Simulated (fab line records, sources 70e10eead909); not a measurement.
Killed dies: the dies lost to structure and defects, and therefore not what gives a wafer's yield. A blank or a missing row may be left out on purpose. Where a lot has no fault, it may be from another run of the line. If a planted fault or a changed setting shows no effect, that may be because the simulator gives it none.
fab line records	flow nand-harc
[record] lots = 24	wafers = 72	last-day = 33
route steps=1302 shown A_CONTACT@1015
lots that met no fault: taken from a fault-free run of the same line
start-h: hours from the record's first day to the start of the lot's first wafer shown	wait-h: hours from the lot's prior step to this one	" identical to the entry in the row above	L1.1+2: one row covering several wafers at once	- no value, or no start given	* or withheld: withheld	< > ~ a bound
route shown NAME@n: NAME is a module with steps in the file, n the number in the route of the first one	usual: mean/standard deviation of fault-free wafers	same: alike in all rows	chamber/n: place in a boat	sites: the reading at each site	_std_site: standard deviation of those values	_edge_site: mean of outer sites minus mean of inner sites	radius-mm: for every site, how far away it sits from the centre of the wafer	mask NAME#n: copy n	behind: the most recent tool/chamber to have shaped the wafer	hold: why the lot went on hold/how many hours it stayed there/how the hold came to an end	device: the n, p or np transistor that did not switch	end of line: at the end of the route, the tests of the same wafers	for a step that has no rows: nothing shown but its recipe	killed: the dies lost at the first sort to structure and to defects; this is not the yield of the wafer	map: the dies of a wafer, with x for killed, . for not killed, _ for no die there
set.NAME: the setting as run; set.NAME@STEP: as run at that earlier step	model.NAME: the simulator's own value behind a step, which no gauge read
route steps across a sampled set of lots; one table per step, one row per wafer
services: from which hour (start-h, from the record's first day; less than 0 if before it) a tool's chamber was out of use, for how many hours, and why
[[steps]]
[step NHARC_A_CONTACT_ETCH_121]
[recipe] source-w = withheld	pressure-mtorr = 20	bias-v = 3000	time-s = 190	target-depth-a = 18500	ar-flow-sccm = withheld	c4f8-flow-sccm = withheld	o2-flow-sccm = withheld	chemistry = C4F8/O2/Ar
lot.wafer	tool	chamber	start-h	wait-h	rf-hours-counter-h
L074.1	har-cap-etch-01	1	497.57	0.1	127
L074.6	"	0	"	"	-
L074.5	"	1	"	"	-
L075.1	har-cap-etch-03	0	511.50	0.1	47
L075.3	"	0	"	"	-
L075.4	"	1	"	"	-
L077.1	har-cap-etch-02	0	513.62	0.1	86
L077.2	"	1	"	"	86
L077.6	"	1	"	"	-
L078.2	har-cap-etch-02	1	523.41	0.1	88
L078.4	"	0	"	"	-
L078.5	"	0	"	"	-
L076.1	har-cap-etch-01	0	523.53	0.1	3
L076.3	"	1	"	"	-
L076.5	"	1	"	"	-
L079.3	har-cap-etch-02	0	559.10	0.1	-
L079.6	"	0	"	"	-
L079.5	"	1	"	"	-
L080.1	har-cap-etch-01	0	559.48	0.1	8
L080.4	"	1	"	"	-
L080.5	"	0	"	"	-
L082.1	har-cap-etch-03	1	568.99	0.1	56
L082.3	"	1	"	"	-
L082.6	"	0	"	"	-
L081.4	har-cap-etch-02	0	573.28	0.1	-
L081.3	"	1	"	"	-
L081.5	"	1	"	"	-
L085.3	har-cap-etch-02	0	605.20	0.1	-
L085.5	"	1	"	"	-
L085.6	"	0	"	"	-
L083.1	har-cap-etch-01	1	605.95	0.1	15
L083.4	"	0	"	"	-
L083.5	"	0	"	"	-
L084.4	har-cap-etch-03	0	610.52	0.1	-
L084.3	"	1	"	"	-
L084.6	"	1	"	"	-
L086.2	har-cap-etch-02	1	610.52	0.1	103
L086.4	"	1	"	"	-
L086.5	"	0	"	"	-
L087.2	har-cap-etch-03	0	631.49	0.1	69
L087.5	"	0	"	"	-
L087.6	"	1	"	"	-
L091.2	har-cap-etch-01	0	640.79	0.1	22
L091.3	"	1	"	"	-
L091.5	"	1	"	"	-
L088.4	har-cap-etch-03	0	641.68	0.1	-
L088.5	"	0	"	"	-
L088.6	"	1	"	"	-
L090.2	har-cap-etch-02	1	647.56	0.1	112
L090.4	"	0	"	"	-
L090.5	"	1	"	"	-
L089.4	har-cap-etch-02	0	654.41	0.1	-
L089.6	"	1	"	"	-
L089.5	"	0	"	"	-
L092.3	har-cap-etch-01	1	664.85	0.1	-
L092.5	"	1	"	"	-
L092.6	"	0	"	"	-
L093.1	har-cap-etch-01	0	692.47	0.1	32
L093.5	"	0	"	"	-
L093.6	"	1	"	"	-
L094.2	har-cap-etch-03	1	703.43	0.1	80
L094.4	"	1	"	"	-
L094.6	"	0	"	"	-
L096.2	har-cap-etch-01	1	705.49	0.1	34
L096.3	"	1	"	"	-
L096.5	"	0	"	"	-
L095.3	har-cap-etch-02	1	707.81	0.1	-
L095.5	"	0	"	"	-
L095.6	"	1	"	"	-
L097.2	har-cap-etch-03	1	713.27	0.1	83
L097.3	"	1	"	"	-
L097.5	"	1	"	"	-
[step NHARC_A_CONTACT_DEP_57]
[recipe] target-thk-a = 53000	temp-c = 400	material = aC
[usual] susceptor-temp-C = 400.01/0.18	throttle-valve-pct = 34.999/0.0097
lot.wafer	tool	chamber	start-h	wait-h	susceptor-temp-C	throttle-valve-pct
L074.1	acl-dep-02	0	502.25	-	399.94	34.978
L074.5	"	0	504.41	-	400.08	34.995
L074.6	"	0	"	"	399.70	34.995
L075.1	acl-dep-02	0	514.00	-	-	34.992
L075.3	"	0	515.07	-	-	35.012
L075.4	"	0	"	"	-	35.024
L077.1	acl-dep-03	0	518.94	-	400.00	34.995
L077.2	"	0	"	"	399.85	34.991
L077.6	"	0	521.64	-	400.16	34.996
L076.1	acl-dep-03	0	526.33	-	400.09	35.011
L076.3	"	0	527.41	-	400.07	34.987
L076.5	"	0	528.48	-	399.79	34.995
L078.2	acl-dep-02	0	526.47	-	-	35.001
L078.4	"	0	527.54	-	-	34.998
L078.5	"	0	"	"	-	35.003
L080.1	acl-dep-01	0	567.01	-	399.78	34.999
L080.4	"	0	568.64	-	399.97	35.017
L080.5	"	0	"	"	399.91	34.987
L079.3	acl-dep-03	0	567.98	-	399.75	34.999
L079.5	"	0	569.06	-	399.98	34.990
L079.6	"	0	"	"	399.48	35.005
L082.1	acl-dep-01	0	572.17	-	400.36	34.992
L082.3	"	0	573.24	-	400.15	34.994
L082.6	"	0	574.84	-	400.25	34.990
L081.3	acl-dep-03	0	576.95	-	400.07	35.005
L081.4	"	0	"	"	400.19	34.995
L081.5	"	0	"	"	400.01	34.990
L085.3	acl-dep-01	0	611.34	-	400.22	34.994
L085.5	"	0	612.41	-	399.96	35.017
L085.6	"	0	"	"	399.92	35.003
L083.1	acl-dep-03	0	612.08	-	399.76	34.995
L083.4	"	0	613.69	-	399.84	35.001
L083.5	"	0	"	"	400.05	34.986
L084.3	acl-dep-01	0	614.55	-	-	35.025
L084.4	"	0	"	"	-	34.988
L084.6	"	0	616.14	-	-	35.011
L086.2	acl-dep-03	0	615.82	-	-	35.003
L086.4	"	0	616.89	-	-	35.009
L086.5	"	0	"	"	-	34.997
L087.2	acl-dep-03	0	634.53	-	-	34.994
L087.5	"	0	636.13	-	-	35.011
L087.6	"	0	"	"	-	35.002
L091.2	acl-dep-01	0	644.20	-	-	35.004
L091.3	"	0	"	"	-	34.997
L091.5	"	0	645.80	-	-	34.997
L088.4	acl-dep-01	0	648.50	-	399.85	34.983
L088.5	"	0	"	"	399.88	35.006
L088.6	"	0	"	"	400.22	35.013
L090.2	acl-dep-03	0	650.69	-	-	35.005
L090.4	"	0	651.76	-	-	35.004
L090.5	"	0	"	"	-	35.011
L089.4	acl-dep-03	0	663.58	-	399.94	35.006
L089.5	"	0	"	"	400.02	35.009
L089.6	"	0	"	"	400.02	35.006
L092.3	acl-dep-02	0	670.45	-	-	35.009
L092.5	"	0	671.51	-	-	34.996
L092.6	"	0	"	"	-	35.008
L093.1	acl-dep-01	0	696.49	-	400.14	34.989
L093.5	"	0	698.67	-	400.11	35.011
L093.6	"	0	"	"	400.01	34.995
L094.2	acl-dep-01	0	709.30	-	399.68	35.004
L094.4	"	0	710.37	-	399.56	35.018
L094.6	"	0	711.45	-	399.95	34.994
L096.2	acl-dep-01	0	712.52	-	-	35.013
L096.3	"	0	"	"	-	35.004
L096.5	"	0	714.12	-	-	34.991
L095.3	acl-dep-02	0	713.88	-	399.99	35.006
L095.5	"	0	714.97	-	400.08	35.001
L095.6	"	0	"	"	399.85	35.013
L097.2	acl-dep-01	0	717.58	-	399.94	35.000
L097.3	"	0	"	"	400.15	35.009
L097.5	"	0	719.19	-	400.03	35.002
[step NHARC_A_CONTACT_ETCH_75]
[recipe] target-depth-a = 390	over-etch-frac = 0.3	time-s = 65	ion-energy-ev = 80	cf4-flow-sccm = 150	ar-flow-sccm = 0	rf-w = 300	bias-w = 100	chemistry = CF4
[usual] drypump-motor-current-A = 6.07/0.24	oes-product-au = 0.998/0.0078	rf-vpp-V = 151.3/1.2	showerhead-plenum-p-Torr = 1.77/0.068	throttle-valve-pct = 13.284/0.0098
lot.wafer	tool	chamber	start-h	wait-h	drypump-motor-current-A	oes-product-au	rf-hours-counter-h	rf-vpp-V	showerhead-plenum-p-Torr	throttle-valve-pct
L074.1	rie-diel-12	0	506.53	0.1	6.17	0.991	16	149.1	1.71	13.282
L074.6	"	3	"	"	5.87	1.002	-	151.7	1.88	13.294
L074.5	"	0	"	"	6.19	0.997	-	150.1	1.71	13.285
L075.1	rie-diel-10	1	518.21	0.1	5.69	0.997	12	152.1	1.74	13.282
L075.4	"	3	"	"	5.81	0.997	14	151.0	1.73	13.279
L075.3	"	0	"	"	6.17	1.016	12	152.3	1.81	13.297
L077.2	rie-diel-10	1	523.11	0.1	5.68	0.998	14	150.7	1.74	13.292
L077.1	"	3	"	"	5.82	0.995	16	150.3	1.72	13.278
L077.6	"	1	"	"	5.69	0.993	-	149.5	1.74	13.263
L078.4	rie-diel-10	1	530.03	0.1	5.68	1.000	16	150.2	1.74	13.275
L078.2	"	3	"	"	5.80	1.004	17	152.0	1.72	13.286
L078.5	"	1	"	"	5.67	1.004	-	149.6	1.74	13.293
L076.1	rie-diel-12	1	530.57	0.1	6.20	1.003	28	152.7	1.90	13.293
L076.3	"	2	"	"	6.29	1.002	27	150.4	1.74	13.271
L076.5	"	0	"	"	6.21	1.009	-	152.1	1.70	13.274
L079.3	rie-diel-12	3	571.06	0.1	5.86	1.002	42	152.7	1.88	13.286
L079.5	"	0	"	"	6.19	0.989	-	151.5	1.70	13.283
L079.6	"	1	"	"	6.24	1.008	-	151.8	1.90	13.269
L080.4	rie-diel-10	1	571.28	0.1	5.68	0.996	23	151.8	1.73	13.272
L080.1	"	0	"	"	6.16	0.997	21	151.2	1.80	13.299
L080.5	"	2	"	"	6.23	0.992	-	151.4	1.75	13.280
L082.3	rie-diel-12	2	576.34	0.1	6.29	0.999	49	149.6	1.73	13.291
L082.1	"	0	"	"	6.18	0.989	40	151.6	1.70	13.276
L082.6	"	3	"	"	5.87	0.992	-	154.0	1.88	13.278
L081.3	rie-diel-10	1	580.15	0.1	5.69	1.002	25	148.6	1.73	13.286
L081.4	"	0	"	"	6.16	1.009	23	153.5	1.80	13.281
L081.5	"	1	"	"	5.66	1.011	-	149.6	1.73	13.292
L085.3	rie-diel-10	2	614.38	0.1	6.23	0.996	2	152.4	1.74	13.284
L085.6	"	2	"	"	6.28	1.000	-	150.2	1.74	13.282
L085.5	"	3	"	"	5.81	0.989	-	150.4	1.72	13.286
L083.4	rie-diel-10	0	616.31	0.1	6.15	1.007	2	151.3	1.80	13.271
L083.1	"	2	"	"	6.24	0.993	3	151.8	1.74	13.280
L083.5	"	0	"	"	6.17	1.002	-	151.3	1.80	13.277
L084.3	rie-diel-13	2	617.70	0.1	5.97	1.001	28	151.6	1.76	13.283
L084.4	"	3	"	"	6.62	1.000	30	150.6	1.68	13.290
L084.6	"	2	"	"	5.99	1.013	-	151.8	1.76	13.292
L086.4	rie-diel-12	3	619.50	0.1	5.88	0.995	59	151.3	1.87	13.288
L086.2	"	0	"	"	6.21	0.995	54	151.1	1.70	13.311
L086.5	"	1	"	"	6.25	0.995	-	153.5	1.89	13.283
L087.2	rie-diel-13	1	638.21	0.1	6.40	1.013	33	152.3	1.90	13.294
L087.5	"	1	"	"	6.37	1.001	-	152.6	1.90	13.280
L087.6	"	2	"	"	5.96	0.998	-	151.6	1.76	13.275
L091.2	rie-diel-12	2	647.76	0.1	6.29	0.997	8	150.2	1.73	13.300
L091.3	"	0	"	"	6.21	1.002	5	151.0	1.69	13.283
L091.5	"	3	"	"	5.90	0.998	-	152.9	1.87	13.295
L088.4	rie-diel-13	3	651.20	0.1	6.60	1.000	42	150.5	1.68	13.290
L088.5	"	1	"	"	6.41	1.007	-	152.9	1.90	13.287
L088.6	"	2	"	"	5.95	1.002	-	151.9	1.76	13.276
L090.4	rie-diel-10	3	654.72	0.5	5.82	0.977	8	150.0	1.72	13.279
L090.2	"	1	"	"	5.66	0.975	7	151.9	1.73	13.290
L090.5	"	3	"	"	5.80	0.977	-	151.2	1.72	13.274
L089.4	rie-diel-13	3	666.21	0.1	6.58	0.989	46	149.6	1.67	13.286
L089.6	"	3	"	"	6.60	0.982	-	152.5	1.67	13.284
L089.5	"	0	"	"	5.98	0.996	-	151.0	1.76	13.272
L092.3	rie-diel-10	1	673.63	0.1	5.69	0.984	10	150.2	1.73	13.286
L092.6	"	2	"	"	6.24	0.992	-	150.3	1.74	13.281
L092.5	"	3	"	"	5.82	1.002	-	149.1	1.72	13.286
L093.1	rie-diel-12	1	700.72	0.1	6.23	0.990	20	152.6	1.88	13.295
L093.6	"	0	"	"	6.20	0.996	-	150.3	1.69	13.285
L093.5	"	1	"	"	6.25	0.987	-	152.4	1.88	13.297
L094.2	rie-diel-10	0	713.09	0.1	6.17	1.003	22	151.4	1.80	13.278
L094.4	"	3	"	"	5.79	0.998	17	151.3	1.72	13.279
L094.6	"	1	"	"	5.67	0.988	-	150.4	1.73	13.279
L096.2	rie-diel-10	3	716.08	0.1	5.81	1.010	18	150.8	1.72	13.296
L096.3	"	2	"	"	6.24	1.000	23	149.9	1.74	13.294
L096.5	"	0	"	"	6.18	0.998	-	151.3	1.80	13.301
L095.3	rie-diel-12	3	717.08	0.1	5.88	0.989	34	151.0	1.86	13.274
L095.5	"	2	"	"	6.34	1.001	-	150.9	1.72	13.274
L095.6	"	3	"	"	5.85	0.987	-	151.3	1.86	13.277
L097.3	rie-diel-10	0	721.29	0.1	6.15	1.002	24	151.9	1.80	13.271
L097.2	"	1	"	"	5.68	0.986	19	149.5	1.73	13.287
L097.5	"	3	"	"	5.79	0.992	-	150.8	1.72	13.283
[step NHARC_A_CONTACT_ETCH_77]
[recipe] target-depth-a = 1089	time-s = 54.5	cf4-flow-sccm = 100	chf3-flow-sccm = 30	ar-flow-sccm = 0	rf-w = 500	bias-w = 200	chemistry = CF4/CHF3
[usual] drypump-motor-current-A = 6.07/0.25	oes-product-au = 0.935/0.022	rf-vpp-V = 370.7/2.2	showerhead-plenum-p-Torr = 1.58/0.062	throttle-valve-pct = 16.804/0.0093
lot.wafer	tool	chamber	start-h	wait-h	drypump-motor-current-A	oes-product-au	rf-hours-counter-h	rf-vpp-V	showerhead-plenum-p-Torr	throttle-valve-pct
L074.1	rie-diel-12	1	-	-	6.23	0.919	21	374.7	1.69	16.812
L074.5	"	0	"	"	6.20	0.921	-	367.7	1.52	16.802
L074.6	"	1	"	"	6.21	0.914	-	375.4	1.69	16.796
L075.4	rie-diel-10	1	-	-	5.69	0.967	12	368.6	1.55	16.805
L075.1	"	2	"	"	6.24	0.962	14	369.7	1.56	16.774
L075.3	"	3	"	"	5.83	0.959	14	370.3	1.53	16.807
L077.2	rie-diel-10	1	-	-	5.65	0.928	15	369.0	1.54	16.802
L077.1	"	2	"	"	6.23	0.913	16	369.4	1.55	16.802
L077.6	"	1	"	"	5.65	0.922	-	369.4	1.54	16.808
L078.4	rie-diel-10	2	-	-	6.23	0.974	18	370.6	1.55	16.803
L078.2	"	3	"	"	5.80	0.960	17	368.2	1.53	16.800
L078.5	"	1	"	"	5.68	0.974	-	368.2	1.54	16.813
L076.3	rie-diel-12	2	-	-	6.31	0.933	27	369.2	1.54	16.805
L076.1	"	3	"	"	5.86	0.925	25	373.8	1.68	16.799
L076.5	"	0	"	"	6.18	0.919	-	367.6	1.52	16.823
L079.3	rie-diel-12	3	-	-	5.86	0.950	42	373.7	1.67	16.798
L079.5	"	0	"	"	6.21	0.970	-	369.1	1.51	16.798
L079.6	"	1	"	"	6.22	0.971	-	375.4	1.69	16.807
L080.1	rie-diel-10	0	-	-	6.14	0.927	22	369.7	1.61	16.805
L080.4	"	2	"	"	6.24	0.928	24	370.0	1.55	16.794
L080.5	"	1	"	"	5.69	0.940	-	369.9	1.54	16.794
L082.3	rie-diel-12	3	-	-	5.89	0.915	45	374.5	1.67	16.819
L082.1	"	0	"	"	6.17	0.918	40	367.0	1.51	16.788
L082.6	"	2	"	"	6.33	0.931	-	369.3	1.54	16.798
L081.4	rie-diel-10	2	-	-	6.26	0.922	27	368.6	1.55	16.811
L081.3	"	1	"	"	5.65	0.930	25	368.8	1.54	16.791
L081.5	"	3	"	"	5.83	0.928	-	370.8	1.53	16.803
L085.3	rie-diel-10	0	-	-	6.16	0.934	1	371.9	1.61	16.790
L085.6	"	0	"	"	6.12	0.922	-	372.0	1.60	16.808
L085.5	"	1	"	"	5.66	0.917	-	369.8	1.54	16.812
L083.4	rie-diel-10	0	-	-	6.17	0.967	2	372.4	1.60	16.810
L083.1	"	1	"	"	5.69	0.972	2	369.1	1.54	16.785
L083.5	"	2	"	"	6.22	0.984	-	369.6	1.55	16.804
L084.4	rie-diel-13	1	-	-	6.40	0.973	27	373.0	1.69	16.801
L084.3	"	0	"	"	5.97	0.962	33	371.2	1.57	16.809
L084.6	"	2	"	"	5.96	0.981	-	369.7	1.57	16.807
L086.4	rie-diel-12	1	-	-	6.22	0.917	60	374.2	1.68	16.793
L086.2	"	0	"	"	6.20	0.921	55	369.8	1.51	16.812
L086.5	"	1	"	"	6.24	0.921	-	373.4	1.68	16.802
L087.2	rie-diel-13	1	-	-	6.42	0.930	33	373.8	1.69	16.801
L087.5	"	3	"	"	6.64	0.922	-	368.6	1.49	16.811
L087.6	"	0	"	"	5.96	0.926	-	371.6	1.57	16.800
L091.3	rie-diel-12	0	-	-	6.20	0.926	5	368.8	1.51	16.800
L091.2	"	2	"	"	6.31	0.914	8	367.7	1.53	16.808
L091.5	"	3	"	"	5.90	0.925	-	374.6	1.66	16.803
L088.4	rie-diel-13	2	-	-	5.96	0.945	38	371.6	1.56	16.806
L088.6	"	0	"	"	5.96	0.945	-	370.1	1.56	16.810
L088.5	"	1	"	"	6.40	0.943	-	374.5	1.69	16.822
L090.2	rie-diel-10	3	-	-	5.79	0.914	8	369.0	1.53	16.813
L090.4	"	0	"	"	6.11	0.922	12	372.0	1.60	16.801
L090.5	"	2	"	"	6.20	0.930	-	368.7	1.55	16.792
L089.4	rie-diel-13	0	-	-	5.97	0.915	48	370.9	1.56	16.806
L089.5	"	1	"	"	6.43	0.932	-	373.4	1.69	16.793
L089.6	"	2	"	"	5.97	0.925	-	370.0	1.56	16.799
L092.3	rie-diel-10	1	-	-	5.70	0.915	10	369.2	1.54	16.802
L092.5	"	2	"	"	6.23	0.925	-	370.7	1.55	16.802
L092.6	"	3	"	"	5.80	0.920	-	367.4	1.53	16.817
L093.1	rie-diel-12	1	-	-	6.24	0.923	20	372.3	1.68	16.809
L093.6	"	0	"	"	6.18	0.919	-	369.3	1.50	16.811
L093.5	"	1	"	"	6.25	0.919	-	375.4	1.68	16.791
L094.4	rie-diel-10	2	-	-	6.26	0.922	22	369.1	1.55	16.808
L094.2	"	3	"	"	5.77	0.919	17	369.7	1.53	16.822
L094.6	"	1	"	"	5.64	0.914	-	369.1	1.54	16.805
L096.3	rie-diel-10	1	-	-	5.68	0.914	18	369.7	1.54	16.812
L096.2	"	0	"	"	6.14	0.912	23	370.2	1.60	16.795
L096.5	"	2	"	"	6.18	0.909	-	369.6	1.55	16.796
L095.3	rie-diel-12	1	-	-	6.22	0.977	27	372.4	1.68	16.795
L095.5	"	2	"	"	6.30	0.975	-	370.5	1.53	16.813
L095.6	"	3	"	"	5.86	0.951	-	374.4	1.66	16.799
L097.2	rie-diel-10	3	-	-	5.81	0.923	19	367.6	1.53	16.805
L097.3	"	1	"	"	5.65	0.916	19	368.2	1.54	16.787
L097.5	"	3	"	"	5.81	0.921	-	369.1	1.53	16.809
[step NHARC_A_CONTACT_ETCH_132]
[recipe] source-w = withheld	pressure-mtorr = 20	bias-v = 3000	time-s = 197	target-depth-a = 19240	ar-flow-sccm = withheld	c4f8-flow-sccm = withheld	o2-flow-sccm = withheld	chemistry = C4F8/O2/Ar
lot.wafer	tool	chamber	start-h	wait-h	rf-hours-counter-h
L074.1	har-cap-etch-02	1	509.74	0.1	83
L074.5	"	0	"	"	-
L074.6	"	1	"	"	-
L075.1	har-cap-etch-03	1	521.13	0.1	49
L075.4	"	0	"	"	-
L075.3	"	1	"	"	-
L077.1	har-cap-etch-03	1	526.30	0.2	51
L077.2	"	0	"	"	51
L077.6	"	0	"	"	-
L078.2	har-cap-etch-01	1	532.92	0.1	5
L078.4	"	0	"	"	-
L078.5	"	0	"	"	-
L076.1	har-cap-etch-03	0	533.49	0.1	53
L076.3	"	1	"	"	-
L076.5	"	0	"	"	-
L079.3	har-cap-etch-01	0	574.02	0.1	-
L079.6	"	1	"	"	-
L079.5	"	0	"	"	-
L080.1	har-cap-etch-03	1	574.18	0.1	58
L080.4	"	1	"	"	-
L080.5	"	0	"	"	-
L082.1	har-cap-etch-03	0	582.68	0.1	60
L082.3	"	1	"	"	-
L082.6	"	0	"	"	-
L081.4	har-cap-etch-02	0	583.27	0.1	-
L081.3	"	1	"	"	-
L081.5	"	1	"	"	-
L085.3	har-cap-etch-01	0	617.35	0.1	-
L085.6	"	1	"	"	-
L085.5	"	0	"	"	-
L083.1	har-cap-etch-03	1	619.21	0.1	65
L083.4	"	0	"	"	-
L083.5	"	0	"	"	-
L084.3	har-cap-etch-02	0	620.64	0.1	-
L084.4	"	1	"	"	-
L084.6	"	0	"	"	-
L086.2	har-cap-etch-01	1	622.37	0.1	19
L086.4	"	0	"	"	-
L086.5	"	0	"	"	-
L087.2	har-cap-etch-02	0	641.10	0.1	110
L087.6	"	0	"	"	-
L087.5	"	1	"	"	-
L091.2	har-cap-etch-01	0	650.75	0.1	24
L091.3	"	0	"	"	-
L091.5	"	1	"	"	-
L088.4	har-cap-etch-03	0	654.34	0.1	-
L088.6	"	0	"	"	-
L088.5	"	1	"	"	-
L090.2	har-cap-etch-01	1	657.63	0.1	26
L090.4	"	1	"	"	-
L090.5	"	0	"	"	-
L089.4	har-cap-etch-02	1	669.21	0.1	-
L089.6	"	0	"	"	-
L089.5	"	1	"	"	-
L092.3	har-cap-etch-01	0	676.56	0.1	-
L092.5	"	0	"	"	-
L092.6	"	1	"	"	-
L093.1	har-cap-etch-02	0	703.75	0.1	120
L093.5	"	1	"	"	-
L093.6	"	0	"	"	-
L094.2	har-cap-etch-02	0	715.99	0.1	124
L094.4	"	0	"	"	-
L094.6	"	0	"	"	-
L096.2	har-cap-etch-03	1	718.96	0.1	85
L096.3	"	1	"	"	-
L096.5	"	0	"	"	-
L095.3	har-cap-etch-01	0	720.15	0.1	-
L095.6	"	1	"	"	-
L095.5	"	0	"	"	-
L097.2	har-cap-etch-03	1	724.33	0.1	86
L097.3	"	1	"	"	-
L097.5	"	0	"	"	-
[step NHARC_A_CONTACT_CD_MEAS_08]
[recipe] target-cd-nm = 200	landing-energy-ev = 500
[usual] cd-nm = 199.9/0.45
lot.wafer	tool	chamber	start-h	wait-h	cd-nm
L074.1	cd-sem-01	0	514.64	-	200.9
L074.5	"	0	"	"	200.6
L074.6	"	0	"	"	200.0
L075.1	cd-sem-02	0	525.90	-	199.8
L075.3	"	0	"	"	199.6
L075.4	"	0	"	"	199.9
L077.1	cd-sem-02	0	532.01	-	200.4
L077.2	"	0	"	"	199.7
L077.6	"	0	"	"	200.1
L078.2	cd-sem-01	0	537.55	-	199.4
L078.4	"	0	"	"	199.8
L078.5	"	0	"	"	199.9
L076.1	cd-sem-02	0	538.04	-	200.4
L076.3	"	0	"	"	199.4
L076.5	"	0	"	"	200.0
L079.3	cd-sem-01	0	578.59	-	200.4
L079.5	"	0	"	"	199.7
L079.6	"	0	"	"	200.1
L080.1	cd-sem-01	0	579.21	-	200.2
L080.4	"	0	"	"	199.6
L080.5	"	0	"	"	199.5
L082.1	cd-sem-01	0	587.37	-	199.6
L082.3	"	0	"	"	199.4
L082.6	"	0	"	"	199.6
L081.3	cd-sem-03	0	588.94	-	200.2
L081.4	"	0	"	"	200.6
L081.5	"	0	"	"	200.1
L085.3	cd-sem-03	0	623.51	-	199.9
L085.5	"	0	"	"	200.1
L085.6	"	0	"	"	199.7
L083.1	cd-sem-02	0	624.71	-	199.3
L083.4	"	0	"	"	199.5
L083.5	"	0	"	"	199.1
L084.3	cd-sem-03	0	626.45	-	199.9
L084.4	"	0	"	"	200.4
L084.6	"	0	"	"	200.1
L086.2	cd-sem-03	0	629.14	-	199.9
L086.4	"	0	"	"	199.3
L086.5	"	0	"	"	200.1
L087.2	cd-sem-03	0	648.49	-	199.5
L087.5	"	0	"	"	199.9
L087.6	"	0	"	"	198.6
L091.2	cd-sem-01	0	656.01	-	200.4
L091.3	"	0	"	"	200.0
L091.5	"	0	"	"	200.6
L088.4	cd-sem-02	0	659.09	-	200.5
L088.5	"	0	"	"	199.9
L088.6	"	0	"	"	200.3
L090.2	cd-sem-01	0	665.05	-	199.6
L090.4	"	0	"	"	200.5
L090.5	"	0	"	"	200.0
L089.4	cd-sem-01	0	675.10	-	200.3
L089.5	"	0	"	"	199.6
L089.6	"	0	"	"	200.4
L092.3	cd-sem-03	0	680.95	-	199.6
L092.5	"	0	"	"	199.8
L092.6	"	0	"	"	199.6
L093.1	cd-sem-02	0	711.60	-	199.5
L093.5	"	0	"	"	199.2
L093.6	"	0	"	"	199.5
L094.2	cd-sem-01	0	720.62	-	199.4
L094.4	"	0	"	"	199.9
L094.6	"	0	"	"	200.0
L096.2	cd-sem-01	0	724.57	-	199.9
L096.3	"	0	"	"	200.6
L096.5	"	0	"	"	200.8
L095.3	cd-sem-02	0	724.72	-	199.8
L095.5	"	0	"	"	199.3
L095.6	"	0	"	"	199.6
L097.2	cd-sem-03	0	730.40	-	200.5
L097.3	"	0	"	"	199.7
L097.5	"	0	"	"	200.3
[[services]]
tool	chamber	start-h	hours	kind
rie-diel-10	0	477.72	-	clean
rie-diel-10	1	477.72	-	clean
rie-diel-10	2	477.72	-	clean
rie-diel-10	3	477.72	-	clean
acl-dep-03	-	487.48	13.0	pm
rie-diel-12	-	488.80	1.9	repair
har-cap-etch-01	-	498.41	17.0	pm
rie-diel-10	0	502.22	-	clean
rie-diel-10	1	502.22	-	clean
rie-diel-10	2	502.22	-	clean
rie-diel-12	2	505.50	4.2	repair
rie-diel-13	-	519.08	9.0	pm
acl-dep-01	-	550.26	13.0	pm
har-cap-etch-02	-	562.06	1.1	repair
har-cap-etch-02	-	585.38	0.2	repair
rie-diel-10	-	596.72	9.0	pm
acl-dep-02	-	606.24	13.0	pm
rie-diel-12	-	623.18	9.0	pm
rie-diel-10	1	624.97	18.9	repair
rie-diel-10	3	634.00	16.1	repair
rie-diel-13	3	668.17	6.5	repair
acl-dep-03	-	670.86	13.0	pm
rie-diel-12	0	685.69	1.4	repair
rie-diel-13	-	696.11	9.0	pm
[[key]]
fault none
